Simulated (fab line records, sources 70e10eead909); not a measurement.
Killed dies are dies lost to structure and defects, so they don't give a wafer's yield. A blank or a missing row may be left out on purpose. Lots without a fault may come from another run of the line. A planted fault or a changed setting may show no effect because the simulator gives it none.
Which tool did it? | flow nand_harc | 12 lots, 36 wafers sampled, at 6 steps of a route of 1302

WHAT THE GAUGES READ, wafer by wafer
NHARC_A_ONON_D1_THK_MEAS_05: measures by ellipsometry. Usual: thk_nm 998 nm, standard deviation 13.
lot  | measured     | on            | thk_nm (nm)    | flag
L359 | day 8 04:11  | film_metro-01 | 999 1000 997   |
L360 | day 8 12:23  | film_metro-01 | 1009 1009 1009 |
L367 | day 10 20:37 | film_metro-01 | 1527 1526 1526 | OFF
L368 | day 11 20:38 | film_metro-01 | 1521 1522 1522 | OFF
L371 | day 12 18:25 | film_metro-01 | 1012 1013 1015 |
L374 | day 14 08:51 | film_metro-02 | 1007 1004 1003 |
L375 | day 15 04:22 | film_metro-02 | 983 982 982    |
L376 | day 15 04:20 | film_metro-01 | 1011 1010 1009 |
L377 | day 15 11:43 | film_metro-02 | 989 991 990    |
L380 | day 16 16:56 | film_metro-01 | 999 997 998    |
L381 | day 16 17:05 | film_metro-01 | 1015 1017 1016 |
L382 | day 17 08:26 | film_metro-01 | 992 992 992    |

NHARC_END_SORT_01. Usual: killed_at_array 61, standard deviation 24; killed_at_other 1.2, standard deviation 1.3; killed_at_periphery 3.7, standard deviation 2.6; killed_dies 66, standard deviation 23; killed_open 3.3, standard deviation 1.8; killed_short 2.4, standard deviation 1.6.
lot  | measured     | on        | killed_at_array | killed_at_other | killed_at_periphery | killed_dies | killed_open | killed_short | flag
L367 | day 26 22:04 | prober-01 | 669 669 671     | 0 1 0           | 8 7 6               | 677 677 677 | 2 3 3       | 6 5 6        | OFF
L368 | day 28 09:17 | prober-01 | 674 671 672     | 0 3 1           | 3 3 4               | 677 677 677 | 2 2 5       | 3 1 1        | OFF

WHICH TOOL RAN EACH LOT (tool, then ch and the chambers of the sampled wafers, then the start)
lot  | NHARC_P_M2_DEGAS_29          | NHARC_P_BONDPAD_ETCH_37            | NHARC_P_BONDPAD_ACTIVATE_29        | NHARC_A_ONON_D1_DEP_03
L359 | pvd_sputter-02, day 6 21:49  | rie_diel-10 ch 0,1,2, day 7 01:22  | rie_diel-10 ch 0,1,2, day 7 03:59  | pecvd_onon-03 ch 0, day 8 03:41
L360 | pvd_sputter-01, day 7 02:58  | rie_diel-10 ch 1,2,3, day 7 06:30  | rie_diel-12 ch 0,2,3, day 7 09:01  | pecvd_onon-02 ch 0, day 8 11:55
L367 | pvd_sputter-02, day 9 17:25  | rie_diel-12 ch 0,1,3, day 9 21:01  | rie_diel-12 ch 1,3, day 9 23:33    | pecvd_onon-02 ch 0, day 10 20:06
L368 | pvd_sputter-03, day 10 13:28 | rie_diel-12 ch 1,3, day 10 17:16   | rie_diel-12 ch 2,3, day 10 19:50   | pecvd_onon-02 ch 0, day 11 20:11
L371 | pvd_sputter-01, day 11 09:33 | rie_diel-12 ch 0,2,3, day 11 13:13 | rie_diel-01 ch 0,2,3, day 11 15:46 | pecvd_onon-03 ch 0, day 12 17:54
L374 | pvd_sputter-01, day 13 01:11 | rie_diel-10 ch 0,2, day 13 04:59   | rie_diel-01 ch 0,3, day 13 07:30   | pecvd_onon-01 ch 0, day 14 08:20
L375 | pvd_sputter-03, day 13 19:55 | rie_diel-01 ch 0,2,3, day 13 23:53 | rie_diel-12 ch 0,1,3, day 14 02:25 | pecvd_onon-01 ch 0, day 15 03:56
L376 | pvd_sputter-03, day 13 21:41 | rie_diel-12 ch 1,2,3, day 14 01:45 | rie_diel-10 ch 0,1,3, day 14 04:16 | pecvd_onon-03 ch 0, day 15 03:49
L377 | pvd_sputter-01, day 14 05:23 | rie_diel-12 ch 1,2, day 14 08:59   | rie_diel-12 ch 0,3, day 14 11:30   | pecvd_onon-03 ch 0, day 15 11:22
L380 | pvd_sputter-02, day 15 10:36 | rie_diel-10 ch 0,1, day 15 14:22   | rie_diel-10 ch 0,1, day 15 16:58   | pecvd_onon-03 ch 0, day 16 16:33
L381 | pvd_sputter-01, day 15 12:44 | rie_diel-10 ch 0,1,3, day 15 16:26 | rie_diel-01 ch 0,1,3, day 15 19:01 | pecvd_onon-01 ch 0, day 16 16:38
L382 | pvd_sputter-02, day 16 01:13 | rie_diel-12 ch 0,2,3, day 16 04:59 | rie_diel-12 ch 0,2, day 16 07:31   | pecvd_onon-02 ch 0, day 17 07:55
- NHARC_P_M2_DEGAS_29: time 60 s.
- NHARC_P_BONDPAD_ETCH_37: etches the open film in N2/H2, target depth 60 nm, overetch 18 nm, time 65.91 s.
- NHARC_P_BONDPAD_ACTIVATE_29: chemistry N2, time 60 s.
- NHARC_A_ONON_D1_DEP_03: target thk 1000 nm.

WHAT THE TOOLS THEMSELVES READ (means of the sampled wafers that have a number; where no wafer has one, the mark that the record gives instead)
NHARC_P_M2_DEGAS_29. Usual: heater_power_w 338 W, standard deviation 35.
lot  | tool           | heater_power_w (W) | flag
L359 | pvd_sputter-02 | 376                |
L360 | pvd_sputter-01 | 323                |
L367 | pvd_sputter-02 | 362                |
L368 | pvd_sputter-03 | 309                |
L371 | pvd_sputter-01 | 323                |
L374 | pvd_sputter-01 | 303                |
L375 | pvd_sputter-03 | 329                |
L376 | pvd_sputter-03 | 322                |
L377 | pvd_sputter-01 | 313                |
L380 | pvd_sputter-02 | 390                |
L381 | pvd_sputter-01 | 334                |
L382 | pvd_sputter-02 | 358                |

NHARC_P_BONDPAD_ETCH_37. Usual: drypump_motor_current_A 5.6 A, standard deviation 0.31; oes_product_au 0.993 a.u., standard deviation 0.013; rf_vpp_V 431.9 V, standard deviation 2.6; showerhead_plenum_p_Torr 2.09 Torr, standard deviation 0.094; throttle_valve_pct 14.170 %, standard deviation 0.0089.
lot  | tool        | drypump_motor_current_A (A) | oes_product_au (a.u.) | rf_vpp_V (V) | showerhead_plenum_p_Torr (Torr) | throttle_valve_pct (%) | flag
L359 | rie_diel-10 | 5.7                         | 0.995                 | 430.8        | 2.07                            | 14.178                 |
L360 | rie_diel-10 | 5.6                         | 0.988                 | 431.5        | 2.08                            | 14.163                 |
L367 | rie_diel-12 | 5.8                         | 0.989                 | 431.8        | 2.09                            | 14.174                 |
L368 | rie_diel-12 | 5.6                         | 0.991                 | 430.6        | 2.02                            | 14.175                 |
L371 | rie_diel-12 | 5.7                         | 0.994                 | 433.8        | 2.17                            | 14.171                 |
L374 | rie_diel-10 | 5.8                         | 0.990                 | 432.6        | 2.13                            | 14.172                 |
L375 | rie_diel-01 | 5.5                         | 1.003                 | 430.8        | 2.07                            | 14.178                 |
L376 | rie_diel-12 | 5.5                         | 0.995                 | 431.8        | 2.10                            | 14.168                 |
L377 | rie_diel-12 | 5.4                         | 1.008                 | 429.0        | 2.02                            | 14.171                 |
L380 | rie_diel-10 | 5.7                         | 0.992                 | 432.6        | 2.12                            | 14.174                 |
L381 | rie_diel-10 | 5.6                         | 0.991                 | 433.1        | 2.12                            | 14.178                 |
L382 | rie_diel-12 | 5.7                         | 0.999                 | 434.1        | 2.17                            | 14.163                 |

NHARC_P_BONDPAD_ACTIVATE_29. Usual: drypump_motor_current_A 5.6 A, standard deviation 0.31; oes_product_au 0.993 a.u., standard deviation 0.014; rf_vpp_V 64.4 V, standard deviation 0.84; showerhead_plenum_p_Torr 1.81 Torr, standard deviation 0.081.
lot  | tool        | drypump_motor_current_A (A) | oes_product_au (a.u.) | rf_vpp_V (V) | showerhead_plenum_p_Torr (Torr) | flag
L359 | rie_diel-10 | 5.7                         | 0.989                 | 64.4         | 1.80                            |
L360 | rie_diel-12 | 5.7                         | 1.001                 | 64.2         | 1.88                            |
L367 | rie_diel-12 | 5.6                         | 0.989                 | 64.0         | 1.75                            |
L368 | rie_diel-12 | 5.3                         | 0.999                 | 64.0         | 1.88                            |
L371 | rie_diel-01 | 5.5                         | 1.006                 | 64.4         | 1.79                            |
L374 | rie_diel-01 | 5.7                         | 1.002                 | 64.8         | 1.82                            |
L375 | rie_diel-12 | 5.8                         | 0.983                 | 64.9         | 1.81                            |
L376 | rie_diel-10 | 5.6                         | 0.989                 | 64.1         | 1.84                            |
L377 | rie_diel-12 | 6.0                         | 0.990                 | 64.3         | 1.87                            |
L380 | rie_diel-10 | 5.7                         | 0.992                 | 64.9         | 1.78                            |
L381 | rie_diel-01 | 5.8                         | 1.000                 | 64.1         | 1.78                            |
L382 | rie_diel-12 | 5.5                         | 1.017                 | 64.8         | 1.87                            |

THE ANSWER, worked out from the rows above alone
Rule: a lot is off if the mean of its wafers that have a number lies more than 3 standard deviations from the usual mean. A lot without any number at a reading at which 4 lots or more have one is off too. The other lots that the step has rows for count as sound. The gauges are gone through in route order, then the tools' own readings, and for those a lot's mean is taken as printed above. The first step at which some lot is off is used, and at that step the reading that is off furthest; a lot without a number counts as furthest.
Off: L367, L368, at NHARC_A_ONON_D1_THK_MEAS_05 (thk_nm).
A tool fits if, at a process step before that reading, it ran every lot that is off, and no sound lot after the first of them. The gauges at NHARC_A_ONON_D1_THK_MEAS_05 aren't tried: what is off there is off at NHARC_END_SORT_01 too, on other tools, and a gauge's error can't cause that. None of those tried fits.

WHAT THE SIMULATOR HAD PUT IN
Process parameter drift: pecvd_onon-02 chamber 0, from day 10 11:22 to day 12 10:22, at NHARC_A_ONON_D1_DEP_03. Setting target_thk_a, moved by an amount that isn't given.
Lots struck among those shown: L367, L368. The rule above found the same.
